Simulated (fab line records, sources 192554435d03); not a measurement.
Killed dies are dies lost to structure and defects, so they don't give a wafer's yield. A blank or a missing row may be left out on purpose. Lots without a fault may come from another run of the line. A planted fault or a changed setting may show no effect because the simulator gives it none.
Chamber matching | flow n5_finfet | N5_MOL_CONTACT_COAG_DESCUM_13 on rie_diel-06: 4 sister chambers
The step chemistry O2, time 7 s. 4 wafers are shown with their chamber, then 10 later ones without.

WAFERS WITH THEIR CHAMBER
wafer  | chamber | drypump_motor_current_A (A)
L087.5 | 0       | 5.0
L090.1 | 1       | 5.4
L091.1 | 3       | 6.4
L091.2 | 2       | 5.6

WAFERS WITHOUT THEIR CHAMBER
wafer  | drypump_motor_current_A (A)
L091.6 | 5.7
L092.1 | 5.0
L092.2 | 5.6
L092.4 | 5.4
L095.1 | 5.6
L095.2 | 5.4
L095.6 | 6.4
L097.1 | 5.4
L097.2 | 5.7
L097.5 | 5.4

WHICH CHAMBER EACH WENT THROUGH
wafer  | from the rows above | in truth
L091.6 | 2                   | 2
L092.1 | 0                   | 0
L092.2 | 2                   | 2
L092.4 | 1                   | 1
L095.1 | 2                   | 2
L095.2 | 1                   | 1
L095.6 | 3                   | 3
L097.1 | 1                   | 1
L097.2 | 2                   | 2
L097.5 | 1                   | 1
Placed correctly: 10 of 10. Can't be placed from these rows: 0. Placed wrongly: 0.
How it was worked out, from the rows above alone: a wafer's distance from a chamber is the root of the sum, over the readings, of the square of ((its reading less the chamber's mean) divided by the reading's scatter). The wafer belongs to the nearest chamber; if the next one is less than 2 further off, it can't be placed. A chamber's mean is the mean of its shown wafers. The scatter: with one shown wafer a chamber, the root of the mean of the squares of how far each hidden wafer lies from its nearest shown one.
